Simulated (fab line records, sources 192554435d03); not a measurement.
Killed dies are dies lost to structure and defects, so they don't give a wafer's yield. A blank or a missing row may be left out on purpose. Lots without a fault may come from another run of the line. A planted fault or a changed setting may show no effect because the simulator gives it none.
fab line records | flow n5_finfet
record lots=7 wafers=21
route steps=1938 shown BEOL_M3@980 BEOL_M4@1027 BEOL_M5@1157 BEOL_M6@1221 BEOL_M7@1263
start_h: hours from the record's first day to the start of the lot's first wafer shown | wait_h: hours since the lot's step before | " the same as in the row above | L1.1+2: a row that stands for several wafers | - no value, or no start given | * or withheld: withheld | < > ~ a bound
route shown NAME@n: a module of which the file shows steps, and the number in the route of the first | usual: mean/standard deviation of fault-free wafers | same: alike in all rows | chamber/n: place in a boat | sites: the reading at each site | _std_site: their standard deviation | _edge_site: outer sites' mean less inner sites' | radius_mm: how far each site lies from the wafer's centre | mask NAME#n: copy n | behind: the tool/chamber that last shaped the wafer | hold: why the lot was held/for how many hours/how that ended | device: the transistor (n, p or np) that didn't switch | end of line: the same wafers' tests at the end of the route | a step without rows: its recipe alone | killed: dies lost to structure and defects at the first sort, not the wafer's yield | map: a wafer's dies, x killed, . not, _ none there
set.NAME: the setting as run; set.NAME@STEP: as run at that earlier step | model.NAME: the simulator's own value behind a step, which no gauge read
lots whose settings were changed on purpose; a table a step, a row a wafer
## steps
# step N5_BEOL_M3_TRENCH_ETCH_37
# recipe chemistry=C4F6/O2 target_depth_a=555.55 target=SiOC time_s=29.2 ion_energy_ev=250 pressure_mtorr=30 source_w=355 bias_w=185 Ar_flow_sccm=300 C4F6_flow_sccm=10 O2_flow_sccm=10
# usual rf_vpp_V=669/7.7
# columns lot.wafer tool chamber start_h wait_h set.bias_w rf_vpp_V model.BEOL_M3.feature_depth_nm model.etch.depth_nm
L075.1 rie_diel-03 2 - - 152.9 572 51.4 51.35
L075.4 " 0 " " 185 678 55.2 55.28
L075.5 " 1 " " 152.9 573 51.2 51.21
L079.4 rie_diel-02 1 - - 165.6 619 53.4 53.45
L079.5 " 2 " " 185 663 54.2 54.27
L079.6 " 1 " " 185 675 55.8 55.81
L085.2 rie_diel-06 3 - - 185 657 55.6 55.57
L085.3 " 0 " " 185 656 55 54.95
L085.6 " 1 " " 185 659 56.8 56.88
L092.2 rie_diel-03 0 - - 185 677 56.2 56.17
L092.3 " 3 " " 185 677 56.2 56.24
L092.4 " 1 " " 165 607 52.4 52.45
L093.4 rie_diel-03 0 - - 185 677 57.2 57.12
L093.5 " 1 " " 194.5 692 56 56.09
L093.6 " 0 " " 194.5 705 57.4 57.37
L095.1 rie_diel-03 0 - - 185 677 56.6 56.51
L095.4 " 3 " " 185 678 57.2 57.28
L095.5 " 2 " " 185 662 54.8 54.76
L097.2 rie_diel-03 2 - - 154.2 574 51.6 51.66
L097.3 " 0 " " 185 676 56.8 56.81
L097.5 " 0 " " 185 676 56.8 56.83
# step N5_BEOL_M3_ETCH_41
# recipe chemistry=CH3F/O2 target=SiCN target_depth_a=299 taper_deg=2 time_s=52.5 ion_energy_ev=120 mask_material=TiN pressure_mtorr=30 source_w=395 bias_w=75 Ar_flow_sccm=150 CH3F_flow_sccm=30 O2_flow_sccm=20
# step N5_BEOL_M3_STRIP_97
# recipe chemistry=N2/H2 time_s=10 power_w=450 temp_c=40 pressure_mtorr=20 rf_frequency_hz=6e+07 bias_power_w=7 n2_flow_sccm=200 h2_flow_sccm=200
# step N5_BEOL_M3_OCD_MEAS_38
# usual trench_depth_nm=55.6/1.1
# columns lot.wafer tool chamber start_h wait_h set.bias_w@BEOL_M3_TRENCH_ETCH_37 trench_depth_nm
L075.1 ocd-01 - 159.68 - 152.9 51.8
L075.4 " - " " 185 55.4
L075.5 " - " " 152.9 50.9
L079.4 ocd-01 - 178.93 - 165.6 53.4
L079.5 " - " " 185 54.4
L079.6 " - " " 185 56.2
L085.2 ocd-02 - 213.21 - 185 55.9
L085.3 " - " " 185 54.8
L085.6 " - " " 185 56.6
L092.2 ocd-01 - 257.45 - 185 56.4
L092.3 " - " " 185 56.5
L092.4 " - " " 165 52.4
L093.4 ocd-01 - 267.96 - 185 57.4
L093.5 " - " " 194.5 55.8
L093.6 " - " " 194.5 57.7
L095.1 ocd-02 - 271.73 - 185 56.5
L095.4 " - " " 185 57.2
L095.5 " - " " 185 54.3
L097.2 ocd-02 - 293.50 - 154.2 51.8
L097.3 " - " " 185 57.0
L097.5 " - " " 185 56.9
# step N5_BEOL_M4_COAT_73
# recipe resist=underlayer temp_c=205 time_s=60 spin_rpm=1500 resist_thk_nm=5
# columns lot.wafer tool chamber start_h wait_h set.spin_rpm
L075.1 litho_track-05 0 - - 1500
L075.4+5 " 0 " " 1607
L079.4+6 litho_track-05 0 - - 1563
L079.5 " 0 " " 1500
L085.2+6 litho_track-01 0 - - 1500
L085.3 " 0 " " 1655
L092.2+3+4 litho_track-01 0 - - 1500
L093.4+5 litho_track-02 0 - - 1500
L093.6 " 0 " " 1643
L095.1+4+5 litho_track-01 0 - - 1500
L097.2+3+5 litho_track-05 0 - - 1500
# step N5_BEOL_M4_COAT_05
# recipe resist=CAR-EUV spin_rpm=1500 resist_thk_nm=30
# step N5_BEOL_M4_EBR_07
# recipe solvent=PGMEA ebr_width_mm=1.5
# step N5_BEOL_M4_DESCUM_16
# recipe chemistry=O2 time_s=7 source_power_w=50 bias_power_w=20 pressure_mtorr=20 rf_frequency_hz=2.712e+07 temp_c=40 resist=CAR-EUV o2_flow_sccm=225
# step N5_BEOL_M4_ETCH_74
# recipe chemistry=N2/H2 target=underlayer target_depth_a=65 mask_material=CAR-EUV time_s=5.2 ion_energy_ev=200 pressure_mtorr=30 source_w=840 bias_w=150 n2_flow_sccm=200 h2_flow_sccm=200 ends=cleared
# usual etch_rf_on_time_s=5.24/0.066
# columns lot.wafer tool chamber start_h wait_h set.spin_rpm@BEOL_M4_COAT_73 etch_rf_on_time_s model.etch.depth_nm
L075.1 rie_diel-05 3 166.15 0.0 1500 5.26 5.02
L075.4 " 0 " " 1607 5.19 4.863
L075.5 " 2 " " 1607 5.09 4.852
L079.4 rie_diel-04 0 185.34 0.0 1563 5.17 4.893
L079.5 " 3 " " 1500 5.21 5.023
L079.6 " 1 " " 1563 5.03 4.931
L085.2 rie_diel-05 2 218.41 0.0 1500 5.23 5.012
L085.3 " 3 " " 1655 4.93 4.75
L085.6 " 3 " " 1500 5.23 4.997
L092.2 rie_diel-01 2 263.10 0.0 1500 5.30 5.014
L092.3 " 1 " " 1500 5.17 5.007
L092.4 " 3 " " 1500 5.18 4.99
L093.4 rie_diel-01 3 272.72 0.0 1500 5.22 5.019
L093.5 " 0 " " 1500 5.24 5.025
L093.6 " 3 " " 1643 5.01 4.781
L095.1 rie_diel-05 2 276.39 0.0 1500 5.35 5.015
L095.4 " 1 " " 1500 5.27 4.999
L095.5 " 2 " " 1500 5.30 5.01
L097.2 rie_diel-01 3 300.93 0.0 1500 5.18 4.996
L097.3 " 1 " " 1500 5.17 5.004
L097.5 " 0 " " 1500 5.21 5.007
# step N5_BEOL_M4_TRENCH_ETCH_37
# recipe chemistry=C4F6/O2 target_depth_a=555.55 target=SiOC time_s=29.2 ion_energy_ev=250 pressure_mtorr=30 source_w=355 bias_w=185 Ar_flow_sccm=300 C4F6_flow_sccm=10 O2_flow_sccm=10
# columns lot.wafer tool chamber start_h wait_h set.time_s model.etch.depth_nm model.BEOL_M4.feature_depth_nm
L075.1 rie_diel-01 2 - - 29.2 54.83 54.8
L075.4+5 " 0 " " 29.2 55.46 55.4
L079.4 rie_diel-05 2 - - 29.2 54.03 54
L079.5 " 0 " " 29.2 54.28 54.2
L079.6 " 3 " " 29.2 55.43 55.4
L085.2 rie_diel-01 0 - - 29.2 55.51 55.6
L085.3 " 2 " " 26.79 49.91 50
L085.6 " 1 " " 26.79 51.1 51.2
L092.2 rie_diel-05 3 - - 35.56 67.44 67.4
L092.3 " 1 " " 29.2 55.7 55.8
L092.4 " 2 " " 35.56 66.37 66.4
L093.4 rie_diel-01 1 - - 34.98 66.32 66.4
L093.5 " 2 " " 29.2 54.12 54.2
L093.6 " 1 " " 29.2 55.43 55.4
L095.1 rie_diel-04 3 - - 29.2 55.24 55.2
L095.4 " 0 " " 29.2 57.26 57.2
L095.5 " 3 " " 29.2 54.85 54.8
L097.2 rie_diel-04 2 - - 25.46 48.49 48.4
L097.3 " 3 " " 29.2 54.58 54.6
L097.5 " 3 " " 25.46 47.64 47.6
# step N5_BEOL_M4_ETCH_41
# recipe chemistry=CH3F/O2 target=SiCN target_depth_a=299 taper_deg=2 time_s=52.5 ion_energy_ev=120 mask_material=TiN pressure_mtorr=30 source_w=395 bias_w=75 Ar_flow_sccm=150 CH3F_flow_sccm=30 O2_flow_sccm=20
# step N5_BEOL_M4_STRIP_97
# recipe chemistry=N2/H2 time_s=10 power_w=450 temp_c=40 pressure_mtorr=20 rf_frequency_hz=6e+07 bias_power_w=7 n2_flow_sccm=200 h2_flow_sccm=200
# step N5_BEOL_M4_OCD_MEAS_38
# usual trench_depth_nm=55.1/0.69
# columns lot.wafer tool chamber start_h wait_h set.time_s@BEOL_M4_TRENCH_ETCH_37 trench_depth_nm
L075.1 ocd-02 - 172.20 - 29.2 54.8
L075.4 " - " " 29.2 55.1
L075.5 " - " " 29.2 55.7
L079.4 ocd-02 - 190.72 - 29.2 53.6
L079.5 " - " " 29.2 54.3
L079.6 " - " " 29.2 55.6
L085.2 ocd-01 - 223.56 - 29.2 55.7
L085.3 " - " " 26.79 50.2
L085.6 " - " " 26.79 50.9
L092.2 ocd-02 - 268.09 - 35.56 67.0
L092.3 " - " " 29.2 55.7
L092.4 " - " " 35.56 66.0
L093.4 ocd-01 - 274.74 - 34.98 66.1
L093.5 " - " " 29.2 54.2
L093.6 " - " " 29.2 55.1
L095.1 ocd-02 - 280.34 - 29.2 55.0
L095.4 " - " " 29.2 57.1
L095.5 " - " " 29.2 54.5
L097.2 ocd-01 - 306.36 - 25.46 48.7
L097.3 " - " " 29.2 54.2
L097.5 " - " " 25.46 47.5
# step N5_BEOL_M4_SURFACE_TREAT_85
# recipe gas=Ar time_s=* ion_energy_ev=* ion_current_ma_cm2=0.5 pressure_mtorr=* ar_flow_sccm=30
# columns lot.wafer tool chamber start_h wait_h set.time_s
L075.1+4 pvd_sputter-02 - 172.94 0.2 *
L075.5 " - " " *
L079.4 pvd_sputter-02 - 191.54 0.1 *
L079.5+6 " - " " *
L085.2+3+6 pvd_sputter-03 - 224.72 0.1 *
L092.2+4 pvd_sputter-02 - 268.93 0.2 *
L092.3 " - " " *
L093.4+6 pvd_sputter-03 - 275.51 0.2 *
L093.5 " - " " *
L095.1+4+5 pvd_sputter-02 - 281.25 0.2 *
L097.2 pvd_sputter-03 - 306.98 0.1 *
L097.3+5 " - " " *
# step N5_BEOL_M4_CVD_47
# recipe material=Co target_thk_a=30 temp_c=withheld precursor=CCTBA/H2 pressure_torr=30 time_s=223.8
# step N5_BEOL_M4_SPUTTER_48
# recipe material=Cu target_thk_a=45 temp_c=-20 chamber_pressure_pa=0.07 power_w=withheld time_s=8.29
# step N5_BEOL_M4_ECD_50
# recipe material=Cu target_thk_a=3000
# step N5_BEOL_M4_ANNEAL_51
# recipe temp_c=225 time_s=90 ambient=N2
# step N5_BEOL_M4_CMP_52
# recipe stop_on=SiOC t_overpolish_s=6.8 down_force_psi=1 platen_rpm=50 clearing_platen_down_force_psi=1.5 clearing_platen_rpm=50 post_cmp_clean=cu_alkaline target_thk_nm=40 clearing_platen_pad_velocity_m_s=0.99484 pad_velocity_m_s=0.99484
# columns lot.wafer tool chamber start_h wait_h set.time_s@BEOL_M4_TRENCH_ETCH_37 model.Cu_of_BEOL_M4_ECD_50.thk_nm
L075.1 cmp-01 2 175.53 0.3 29.2 40.2
L075.4 " 0 " " 29.2 41
L075.5 " 2 " " 29.2 40.4
L079.4 cmp-01 3 195.98 0.2 29.2 38.2
L079.5 " 2 " " 29.2 38.8
L079.6 " 3 " " 29.2 41.6
L085.2 cmp-01 3 227.58 0.2 29.2 40.6
L085.3 " 0 " " 26.79 34
L085.6 " 3 " " 26.79 35.6
L092.4 cmp-03 1 274.10 0.3 35.56 52
L092.3 " 2 " " 29.2 40.2
L092.2 " 3 " " 35.56 53
L093.4 cmp-01 0 278.04 0.2 34.98 52.4
L093.5 " 3 " " 29.2 38.2
L093.6 " 0 " " 29.2 41
L095.1 cmp-04 3 283.99 0.3 29.2 41.2
L095.4 " 2 " " 29.2 43.2
L095.5 " 0 " " 29.2 39.4
L097.2 cmp-01 0 309.61 0.3 25.46 33.4
L097.3 " 1 " " 29.2 37.8
L097.5 " 2 " " 25.46 31.6
# step N5_BEOL_M4_THK_MEAS_53
# recipe thk_meas_gauge=xrf reads=Cu_of_BEOL_M4_ECD_50
# usual M4_THK=39.7/1.2
# columns lot.wafer tool chamber start_h wait_h set.time_s@BEOL_M4_TRENCH_ETCH_37 M4_THK[nm]
L075.1 film_metro-01 - 175.83 - 29.2 40.5
L075.4 " - " " 29.2 41.3
L075.5 " - " " 29.2 40.7
L079.4 film_metro-01 - 196.24 - 29.2 38.2
L079.5 " - " " 29.2 38.9
L079.6 " - " " 29.2 41.7
L085.2 film_metro-01 - 227.84 - 29.2 40.5
L085.3 " - " " 26.79 33.8
L085.6 " - " " 26.79 35.5
L092.2 film_metro-01 - 274.35 - 35.56 53.1
L092.3 " - " " 29.2 40.0
L092.4 " - " " 35.56 51.9
L093.4 film_metro-01 - 278.30 - 34.98 52.8
L093.5 " - " " 29.2 38.2
L093.6 " - " " 29.2 41.0
L095.1 film_metro-01 - 284.28 - 29.2 41.7
L095.4 " - " " 29.2 43.6
L095.5 " - " " 29.2 39.9
L097.2 film_metro-02 - 309.83 - 25.46 33.6
L097.3 " - " " 29.2 37.8
L097.5 " - " " 25.46 31.4
# step N5_BEOL_M4_PRE_CLEAN_60
# recipe gas=NH3/H2 time_s=15 temp_c=* rf_power_w=300
# step N5_BEOL_M4_CO_CAP_55
# recipe material=Co target_thk_a=20 temp_c=200 precursor=CCTBA/H2 pressure_torr=30 time_s=102.1
# step N5_BEOL_M4_PRE_CLEAN_56
# recipe gas=NH3 time_s=15 temp_c=withheld rf_power_w=300
# step N5_BEOL_M4_DEP_57
# recipe material=SiCN target_thk_a=80 temp_c=withheld precursor=3MS/NH3 pressure_torr=3 rf_w=202 time_s=14
# step N5_BEOL_M4_RS_MEAS_58
# recipe thk_meas_gauge=four-point-probe reads=Co_of_BEOL_M4_CO_CAP_55+Cu_of_BEOL_M4_ECD_50+Co_of_BEOL_M4_CVD_47+TaN_of_BEOL_M4_ALD_84
# usual M4_RS=0.673/0.025
# columns lot.wafer tool chamber start_h wait_h set.time_s@BEOL_M4_TRENCH_ETCH_37 M4_RS[ohm/sq]
L075.1 film_metro-01 - 176.09 0.0 29.2 0.662
L075.4 " - " " 29.2 0.648
L075.5 " - " " 29.2 0.659
L079.4 film_metro-01 - 196.53 0.1 29.2 0.709
L079.5 " - " " 29.2 0.693
L079.6 " - " " 29.2 0.637
L085.2 film_metro-02 - 228.10 0.1 29.2 0.654
L085.3 " - " " 26.79 0.829
L085.6 " - " " 26.79 0.778
L092.2 film_metro-01 - 274.64 0.1 35.56 0.468
L092.3 " - " " 29.2 0.665
L092.4 " - " " 35.56 0.479
L093.4 film_metro-02 - 278.56 0.0 34.98 0.475
L093.5 " - " " 29.2 0.708
L093.6 " - " " 29.2 0.649
L095.1 film_metro-01 - 284.54 0.0 29.2 0.642
L095.4 " - " " 29.2 0.607
L095.5 " - " " 29.2 0.679
L097.2 film_metro-01 - 310.16 0.1 25.46 0.841
L097.3 " - " " 29.2 0.720
L097.5 " - " " 25.46 0.909
# step N5_BEOL_M5_VIA_ETCH_34
# recipe chemistry=C4F6/O2 target=SiCOH_lowk target_depth_a=883 mask_material=SOC taper_deg=4 time_s=39.2 ion_energy_ev=250 pressure_mtorr=30 source_w=345 bias_w=185 Ar_flow_sccm=300 C4F6_flow_sccm=10 O2_flow_sccm=10
# usual rf_vpp_V=670/6.2
# columns lot.wafer tool chamber start_h wait_h set.bias_w rf_vpp_V
L075.1 rie_diel-03 1 181.02 0.0 185 666
L075.4 " 1 " " 185 666
L075.5 " 2 " " 185 664
L079.4 rie_diel-06 3 200.03 0.0 160.4 586
L079.5 " 1 " " 185 659
L079.6 " 2 " " 160.4 605
L085.2 rie_diel-03 3 231.90 0.0 185 677
L085.3 " 0 " " 185 677
L085.6 " 2 " " 168.9 618
L092.2 rie_diel-03 0 280.03 0.0 185 677
L092.3 " 2 " " 185 664
L092.4 " 0 " " 185 676
L093.4 rie_diel-06 0 283.64 0.0 206.2 714
L093.5 " 1 " " 185 658
L093.6 " 2 " " 206.2 738
L095.1 rie_diel-02 0 289.76 0.0 185 671
L095.4 " 2 " " 185 665
L095.5 " 1 " " 185 676
L097.2 rie_diel-03 2 314.31 0.0 185 664
L097.3 " 3 " " 185 676
L097.5 " 3 " " 176.6 652
# step N5_BEOL_M5_ETCH_41
# recipe chemistry=CH3F/O2 target=SiCN target_depth_a=315 taper_deg=2 time_s=56.7 ion_energy_ev=120 mask_material=TiN pressure_mtorr=30 source_w=395 bias_w=75 Ar_flow_sccm=150 CH3F_flow_sccm=30 O2_flow_sccm=20
# usual rf_vpp_V=297.7/1.7
# columns lot.wafer tool chamber start_h wait_h set.source_w rf_vpp_V
L075.1 rie_diel-03 1 - - 370.3 305.8
L075.4 " 1 " " 370.3 305.5
L075.5 " 2 " " 395 294.5
L079.4 rie_diel-06 3 - - 395 299.7
L079.5 " 1 " " 395 297.1
L079.6 " 2 " " 395 297.8
L085.2 rie_diel-03 3 - - 395 295.4
L085.3 " 0 " " 465.9 280.9
L085.6 " 2 " " 395 294.0
L092.2 rie_diel-03 0 - - 395 296.3
L092.3 " 2 " " 395 295.1
L092.4 " 0 " " 395 297.9
L093.4 rie_diel-06 0 - - 351 310.2
L093.5 " 1 " " 395 297.3
L093.6 " 2 " " 395 296.4
L095.1 rie_diel-02 0 - - 395 299.2
L095.4 " 2 " " 395 295.5
L095.5 " 1 " " 395 298.9
L097.2 rie_diel-03 2 - - 395 295.9
L097.3 " 3 " " 395 297.1
L097.5 " 3 " " 395 296.7
# step N5_BEOL_M6_COAT_22
# recipe resist=CAR-EUV spin_rpm=1500 resist_thk_nm=30
# columns lot.wafer tool chamber start_h wait_h set.spin_rpm model.CAR-EUV_of_BEOL_M6_COAT_22.thk_nm
L075.1 litho_track-04 0 - - 1549 29.6
L075.4+5 " 0 " " 1500 30
L079.4 litho_track-05 0 - - 1500 30
L079.5+6 " 0 " " 1544 29.6
L085.2 litho_track-02 0 - - 1551 29.4
L085.3+6 " 0 " " 1500 30
L092.2+3+4 litho_track-04 0 - - 1500 30
L093.4+5+6 litho_track-02 0 - - 1500 30
L095.1+4+5 litho_track-04 0 - - 1500 30
L097.2 litho_track-05 0 - - 1446 30.4
L097.3 " 0 " " 1500 30
L097.5 " 0 " " 1446 30.6
# step N5_BEOL_M7_ILD_DEP_00
# recipe material=SiCOH_lowk target_thk_a=1797.5 temp_c=300 precursor=DEMS/porogen pressure_torr=5 rf_w=500 time_s=33.4
# columns lot.wafer tool chamber start_h wait_h set.time_s model.SiCOH_lowk_of_BEOL_M7_ILD_DEP_00.thk_nm
L075.1 pecvd-04 1 198.40 0.0 35.47 190.6
L075.4 " 1 " " 35.47 193.4
L075.5 " 2 " " 33.4 182.6
L079.4+5 pecvd-04 1 214.58 0.1 33.4 182.6
L079.6 " 0 " " 33.4 180.6
L085.2 pecvd-03 0 248.06 0.0 33.4 180.8
L085.3 " 2 " " 29.5 159.6
L085.6 " 0 " " 29.5 163.4
L092.2 pecvd-03 0 295.16 0.0 38.3 202.6
L092.3 " 2 " " 38.3 202.8
L092.4 " 2 " " 33.4 179.6
L093.4 pecvd-03 0 301.25 0.1 36.04 195.6
L093.5 " 1 " " 36.04 196.6
L093.6 " 2 " " 36.04 197.2
L095.1 pecvd-03 1 307.33 0.0 33.4 178
L095.4 " 2 " " 33.4 181
L095.5 " 1 " " 33.4 179.6
L097.2 pecvd-01 2 330.12 0.0 29.8 154.6
L097.3 " 1 " " 29.8 156.8
L097.5 " 1 " " 33.4 177.6
# step N5_BEOL_M7_CURE_74
# recipe temp_c=385 time_s=240 ambient=He/Ar material=SiCOH_lowk
# columns lot.wafer tool chamber start_h wait_h set.time_s@BEOL_M7_ILD_DEP_00 model.SiCOH_lowk_of_BEOL_M7_ILD_DEP_00.thk_nm
L075.1 uv_cure-02 0 198.66 0.2 35.47 164.6
L075.4 " 0 " " 35.47 167
L075.5 " 0 " " 33.4 157.4
L079.4+5 uv_cure-01 1 214.89 0.3 33.4 157.4
L079.6 " 1 " " 33.4 155.6
L085.2 uv_cure-01 0 248.21 0.1 33.4 156
L085.3 " 0 " " 29.5 137.4
L085.6 " 0 " " 29.5 140.8
L092.2 uv_cure-03 2 295.30 0.1 38.3 175
L092.3 " 2 " " 38.3 175.2
L092.4 " 2 " " 33.4 155
L093.4 uv_cure-02 0 301.78 0.5 36.04 168.8
L093.5 " 0 " " 36.04 169.8
L093.6 " 0 " " 36.04 170.2
L095.1 uv_cure-03 2 307.39 0.0 33.4 153.4
L095.4 " 2 " " 33.4 156.2
L095.5 " 2 " " 33.4 154.8
L097.2 uv_cure-03 1 330.26 0.1 29.8 133.2
L097.3 " 1 " " 29.8 135.2
L097.5 " 1 " " 33.4 153.2
# step N5_BEOL_M7_THK_MEAS_01
# recipe reads=SiCOH_lowk_of_BEOL_M7_ILD_DEP_00
# usual M7_ILD_THK=155.1/1.9
# columns lot.wafer tool chamber start_h wait_h set.time_s@BEOL_M7_ILD_DEP_00 M7_ILD_THK[nm]
L075.1 film_metro-01 - 199.17 0.4 35.47 164.4
L075.4 " - " " 35.47 166.9
L075.5 " - " " 33.4 157.4
L079.4 film_metro-02 - 215.16 0.2 33.4 157.4
L079.5 " - " " 33.4 157.4
L079.6 " - " " 33.4 155.6
L085.2 film_metro-02 - 248.64 0.4 33.4 156.1
L085.3 " - " " 29.5 137.3
L085.6 " - " " 29.5 140.9
L092.2 film_metro-01 - 295.73 0.4 38.3 174.9
L092.3 " - " " 38.3 175.2
L092.4 " - " " 33.4 154.9
L093.4 film_metro-01 - 302.29 0.4 36.04 168.9
L093.5 " - " " 36.04 169.8
L093.6 " - " " 36.04 170.3
L095.1 film_metro-01 - 307.90 0.4 33.4 153.3
L095.4 " - " " 33.4 156.1
L095.5 " - " " 33.4 154.8
L097.2 film_metro-01 - 330.70 0.4 29.8 133.2
L097.3 " - " " 29.8 135.2
L097.5 " - " " 33.4 153.3
## key
split step=N5_BEOL_M3_TRENCH_ETCH_37 setting=bias_w stated=185 by=wafer
response step=N5_BEOL_M3_TRENCH_ETCH_37 reading=rf_vpp_V change=+5.89 per=1% r=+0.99
response step=N5_BEOL_M3_TRENCH_ETCH_37 reading=model.BEOL_M3.feature_depth_nm change=+0.252 per=1% r=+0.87
response step=N5_BEOL_M3_TRENCH_ETCH_37 reading=model.etch.depth_nm change=+0.253 per=1% r=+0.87
response step=N5_BEOL_M3_OCD_MEAS_38 reading=trench_depth_nm change=+0.26 per=1% r=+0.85
split step=N5_BEOL_M4_COAT_73 setting=spin_rpm stated=1500 by=wafer
response step=N5_BEOL_M4_ETCH_74 reading=etch_rf_on_time_s change=* per=1% r=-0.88
response step=N5_BEOL_M4_ETCH_74 reading=model.etch.depth_nm change=-0.0246 per=1% r=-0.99
split step=N5_BEOL_M4_TRENCH_ETCH_37 setting=time_s stated=29.2 by=wafer
response step=N5_BEOL_M4_TRENCH_ETCH_37 reading=model.etch.depth_nm change=+0.544 per=1% r=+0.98
response step=N5_BEOL_M4_TRENCH_ETCH_37 reading=model.BEOL_M4.feature_depth_nm change=+0.544 per=1% r=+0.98
response step=N5_BEOL_M4_OCD_MEAS_38 reading=trench_depth_nm change=+0.531 per=1% r=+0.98
response step=N5_BEOL_M4_CMP_52 reading=model.Cu_of_BEOL_M4_ECD_50.thk_nm change=+0.58 per=1% r=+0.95
response step=N5_BEOL_M4_THK_MEAS_53 reading=M4_THK change=+0.591 per=1% r=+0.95
response step=N5_BEOL_M4_RS_MEAS_58 reading=M4_RS change=-0.0104 per=1% r=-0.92
split step=N5_BEOL_M4_SURFACE_TREAT_85 setting=time_s stated=* by=wafer
response none clear
split step=N5_BEOL_M5_VIA_ETCH_34 setting=bias_w stated=185 by=wafer
response step=N5_BEOL_M5_VIA_ETCH_34 reading=rf_vpp_V change=+5.45 per=1% r=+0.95
split step=N5_BEOL_M5_ETCH_41 setting=source_w stated=395 by=wafer
response step=N5_BEOL_M5_ETCH_41 reading=rf_vpp_V change=-0.963 per=1% r=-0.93
split step=N5_BEOL_M6_COAT_22 setting=spin_rpm stated=1500 by=wafer
response step=N5_BEOL_M6_COAT_22 reading=model.CAR-EUV_of_BEOL_M6_COAT_22.thk_nm change=-0.144 per=1% r=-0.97
split step=N5_BEOL_M7_ILD_DEP_00 setting=time_s stated=33.4 by=wafer
response step=N5_BEOL_M7_ILD_DEP_00 reading=model.SiCOH_lowk_of_BEOL_M7_ILD_DEP_00.thk_nm change=+1.7 per=1% r=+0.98
response step=N5_BEOL_M7_CURE_74 reading=model.SiCOH_lowk_of_BEOL_M7_ILD_DEP_00.thk_nm change=+1.48 per=1% r=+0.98
response step=N5_BEOL_M7_THK_MEAS_01 reading=M7_ILD_THK change=+1.48 per=1% r=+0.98
